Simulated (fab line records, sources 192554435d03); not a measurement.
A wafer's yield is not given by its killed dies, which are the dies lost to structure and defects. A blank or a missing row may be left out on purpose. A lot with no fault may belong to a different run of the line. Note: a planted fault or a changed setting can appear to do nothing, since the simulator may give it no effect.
Which tool was responsible? + flow n5Finfet + 8 lots with 24 wafers sampled at 4 steps, on a route of 1938 steps

WHAT EACH GAUGE READ, for each wafer
N5_BEOL_M4_RC_MEAS_101. Usual: DIBL_N 36.0 mV/V, standard deviation 1.7; DIBL_P 36.2 mV/V, standard deviation 1.9; IOFF_N 0.154 nA/um, standard deviation 0.028; IOFF_P 0.21 nA/um, standard deviation 0.036; ION_N 675 uA/um, standard deviation 11; ION_P 463 uA/um, standard deviation 8.3; SS_N 71.4 mV/dec, standard deviation 0.63; SS_P 73.2 mV/dec, standard deviation 0.55; VT_N 250.2 mV, standard deviation 3; VT_P -251 mV, standard deviation 3.7.
| lot  | measured     | on        | DIBL_N (mV/V)  | DIBL_P (mV/V)  | IOFF_N (nA/um)    | IOFF_P (nA/um) | ION_N (uA/um) | ION_P (uA/um) | SS_N (mV/dec)  | SS_P (mV/dec)  | VT_N (mV)         | VT_P (mV)      | flag |
|------|--------------|-----------|----------------|----------------|-------------------|----------------|---------------|---------------|----------------|----------------|-------------------|----------------|------|
| L267 | day 12 12:19 | prober-01 | 32.5 35.8 33.1 | 32.9 37.7 34.8 | 0.102 0.158 0.113 | 0.15 0.21 0.17 | 657 673 662   | 452 465 463   | 70.8 71.1 70.6 | 71.7 73.0 72.3 | 255.7 249.3 252.1 | -254 -248 -254 |      |
| L269 | day 13 03:38 | prober-02 | 38.4 36.0 37.1 | 38.3 35.2 35.5 | 0.186 0.135 0.162 | 0.21 0.17 0.18 | 689 667 677   | 457 452 456   | 71.5 71.5 71.9 | 73.9 73.1 73.5 | 247.5 250.2 250.1 | -252 -253 -255 |      |
| L272 | day 13 08:44 | prober-02 | 33.4 36.1 36.1 | 33.4 36.3 36.0 | 0.116 0.161 0.152 | 0.18 0.22 0.21 | 651 667 667   | 457 461 459   | 70.2 71.7 72.3 | 72.5 73.4 72.6 | 254.3 250.3 252.9 | -250 -248 -251 |      |
| L261 | day 13 19:13 | prober-01 | 34.5 36.8 37.0 | 35.1 38.3 39.3 | 0.143 0.181 0.202 | 0.19 0.23 0.26 | 664 683 688   | 458 470 469   | 71.8 71.7 72.3 | 73.2 74.0 73.5 | 250.0 249.0 244.7 | -254 -251 -247 |      |
| L274 | day 13 22:02 | prober-02 | 35.8 36.9 35.5 | 34.7 37.0 34.6 | 0.133 0.160 0.142 | 0.21 0.25 0.22 | 668 669 665   | 463 465 466   | 70.8 71.2 70.7 | 73.0 73.9 72.5 | 252.7 245.8 247.8 | -247 -246 -248 |      |
| L280 | day 15 06:41 | prober-02 | 37.4 37.1 34.3 | 39.0 37.7 34.6 | 0.203 0.182 0.134 | 0.29 0.27 0.21 | 690 676 668   | 476 471 466   | 71.6 71.2 70.7 | 74.1 73.0 72.8 | 243.0 246.8 252.2 | -243 -244 -243 |      |
| L281 | day 15 08:19 | prober-01 | 36.7 37.2 36.0 | 35.6 37.2 34.8 | 0.158 0.174 0.164 | 0.24 0.26 0.23 | 666 677 686   | 465 471 477   | 71.5 71.2 71.5 | 73.4 73.7 73.0 | 252.7 247.7 248.4 | -247 -243 -247 |      |
| L282 | day 15 11:02 | prober-02 | 36.1 35.9 37.9 | 36.9 34.8 39.6 | 0.145 0.148 0.192 | 0.21 0.19 0.25 | 660 662 697   | 455 456 471   | 71.4 71.4 72.3 | 73.0 72.7 73.9 | 253.2 252.0 247.7 | -253 -252 -249 |      |

N5_BEOL_M14_OCD_MEAS_35. Usual: trenchDepthNm 557 nm, standard deviation 14.
| lot  | measured     | on     | trenchDepthNm (nm) | flag |
|------|--------------|--------|--------------------|------|
| L267 | day 16 04:03 | ocd-02 | 565 544 526        |      |
| L269 | day 16 22:54 | ocd-01 | - - -              | OFF  |
| L272 | day 17 00:53 | ocd-02 | - - -              | OFF  |
| L261 | day 17 06:25 | ocd-01 | 553 570 559        |      |
| L274 | day 17 04:51 | ocd-01 | 566 538 576        |      |
| L280 | day 18 14:54 | ocd-02 | 553 571 554        |      |
| L281 | day 18 23:53 | ocd-01 | 561 559 525        |      |
| L282 | day 19 05:11 | ocd-01 | 573 554 550        |      |

EACH LOT AND THE TOOL THAT RAN IT (in order: tool; ch and the chambers of the sampled wafers; start)
| lot  | N5_BEOL_M14_VIA_ETCH_16           | N5_BEOL_M14_ETCH_67               |
|------|-----------------------------------|-----------------------------------|
| L267 | rieDiel-01 ch 0,2, day 16 02:25   | rieDiel-01 ch 0,1,3, day 16 03:28 |
| L269 | rieDiel-01 ch 0,2,3, day 16 21:23 | rieDiel-01 ch 0,1,2, day 16 22:19 |
| L272 | rieDiel-01 ch 0,1,2, day 16 23:31 | rieDiel-01 ch 0,3, day 17 00:19   |
| L261 | rieDiel-01 ch 0,2,3, day 17 04:55 | rieDiel-03 ch 0,2,3, day 17 05:50 |
| L274 | rieDiel-03 ch 0,3, day 17 03:20   | rieDiel-01 ch 0,1,2, day 17 04:17 |
| L280 | rieDiel-05 ch 2,3, day 18 13:15   | rieDiel-03 ch 2,3, day 18 14:20   |
| L281 | rieDiel-03 ch 2,3, day 18 22:23   | rieDiel-01 ch 0,2, day 18 23:19   |
| L282 | rieDiel-01 ch 0,1,2, day 19 03:41 | rieDiel-03 ch 0,2,3, day 19 04:36 |
- N5_BEOL_M14_VIA_ETCH_16: etches SiO2 in C4F8/O2/Ar, target depth 1231.3 nm.
- N5_BEOL_M14_ETCH_67: etches SiARC in CF4, target depth 143 nm, time 238.3 s.

WHAT THE TOOLS THEMSELVES READ (means of the sampled wafers that have a number; where no wafer has one, the mark that the record gives instead)
N5_BEOL_M14_VIA_ETCH_16. Usual: C4F8_flow_sccm 16.01 sccm, standard deviation 0.047; O2_flow_sccm 12.00 sccm, standard deviation 0.037; drypumpMotorCurrentA 5.9 A, standard deviation 0.48; oesProductAu 0.72 a.u., standard deviation 0.072; rfVppV 2201 V, standard deviation 38; showerheadPlenumPTorr 3.38 Torr, standard deviation 0.12; throttleValvePct 30.85 %, standard deviation 0.24.
| lot  | tool       | C4F8_flow_sccm (sccm) | O2_flow_sccm (sccm) | drypumpMotorCurrentA (A) | oesProductAu (a.u.) | rfVppV (V) | showerheadPlenumPTorr (Torr) | throttleValvePct (%) | flag |
|------|------------|-----------------------|---------------------|--------------------------|---------------------|------------|------------------------------|----------------------|------|
| L267 | rieDiel-01 | 15.91                 | 11.98               | 5.9                      | 0.72                | 2192       | 3.35                         | 30.97                |      |
| L269 | rieDiel-01 | 16.04                 | 12.00               | 5.6                      | 0.71                | 2206       | 3.30                         | 30.79                |      |
| L272 | rieDiel-01 | 16.01                 | 11.99               | 6.0                      | 0.72                | 2197       | 3.37                         | 30.83                |      |
| L261 | rieDiel-01 | 16.04                 | 12.01               | 5.6                      | 0.71                | 2205       | 3.30                         | 30.80                |      |
| L274 | rieDiel-03 | 15.99                 | 12.00               | 5.7                      | 0.76                | 2252       | 3.45                         | 31.15                |      |
| L280 | rieDiel-05 | 16.01                 | 11.97               | 5.6                      | 0.80                | 2219       | 3.45                         | 30.67                |      |
| L281 | rieDiel-03 | 16.01                 | 11.98               | 6.3                      | 0.72                | 2196       | 3.48                         | 31.23                |      |
| L282 | rieDiel-01 | 16.01                 | 11.96               | 6.0                      | 0.70                | 2195       | 3.36                         | 30.85                |      |

N5_BEOL_M14_ETCH_67. Usual: biasW 36.01 W, standard deviation 0.12; cf4FlowSccm 99.98 sccm, standard deviation 0.27; drypumpMotorCurrentA 5.9 A, standard deviation 0.51; etchRfOnTimeS 238 s, standard deviation 5.7; oesProductAu 0.69 a.u., standard deviation 0.066; rfVppV 183.7 V, standard deviation 1.2; showerheadPlenumPTorr 2.11 Torr, standard deviation 0.073; throttleValvePct 15.62 %, standard deviation 0.19.
| lot  | tool       | biasW (W) | cf4FlowSccm (sccm) | drypumpMotorCurrentA (A) | etchRfOnTimeS (s) | oesProductAu (a.u.) | rfVppV (V) | showerheadPlenumPTorr (Torr) | throttleValvePct (%) | flag |
|------|------------|-----------|--------------------|--------------------------|-------------------|---------------------|------------|------------------------------|----------------------|------|
| L267 | rieDiel-01 | 36.05     | 99.99              | 6.0                      | 243               | 0.62                | 183.2      | 2.02                         | 15.59                |      |
| L269 | rieDiel-01 | -         | -                  | -                        | -                 | -                   | -          | -                            | -                    | OFF  |
| L272 | rieDiel-01 | -         | -                  | -                        | -                 | -                   | -          | -                            | -                    | OFF  |
| L261 | rieDiel-03 | 36.02     | 99.85              | 6.1                      | 238               | 0.69                | 185.0      | 2.14                         | 15.79                |      |
| L274 | rieDiel-01 | 36.01     | 99.97              | 6.0                      | 237               | 0.69                | 183.4      | 2.10                         | 15.55                |      |
| L280 | rieDiel-03 | 35.98     | 100.19             | 6.0                      | 236               | 0.71                | 184.9      | 2.17                         | 15.81                |      |
| L281 | rieDiel-01 | 36.05     | 100.09             | 5.7                      | 239               | 0.71                | 183.9      | 2.12                         | 15.60                |      |
| L282 | rieDiel-03 | 35.97     | 99.90              | 6.1                      | 237               | 0.68                | 183.6      | 2.13                         | 15.81                |      |

THE ANSWER, worked out from the rows above alone
Rule: a lot counts as off when the mean over its wafers that have a number is more than 3 standard deviations away from the usual mean. Also off: a lot with no number at a reading for which 4 or more lots have one. All remaining lots with rows at the step are treated as sound. First the gauges in route order, then the tools' own readings, where a lot's mean is used as printed above. The first step at which some lot is off is used, and at that step the reading that is off furthest; a lot without a number counts as furthest.
Off, at N5_BEOL_M14_OCD_MEAS_35 on trenchDepthNm: L269, L272. Without a number there: L269, L272.
A tool fits if, at a process step before that reading, it ran every lot that is off, and no sound lot after the first of them. Not tried: the gauges at N5_BEOL_M14_OCD_MEAS_35; whatever is off there is also off at N5_BEOL_M14_ETCH_67, on other tools, and gauge error can't account for it. Of those tried, none fits.

WHAT THE SIMULATOR HAD PUT IN
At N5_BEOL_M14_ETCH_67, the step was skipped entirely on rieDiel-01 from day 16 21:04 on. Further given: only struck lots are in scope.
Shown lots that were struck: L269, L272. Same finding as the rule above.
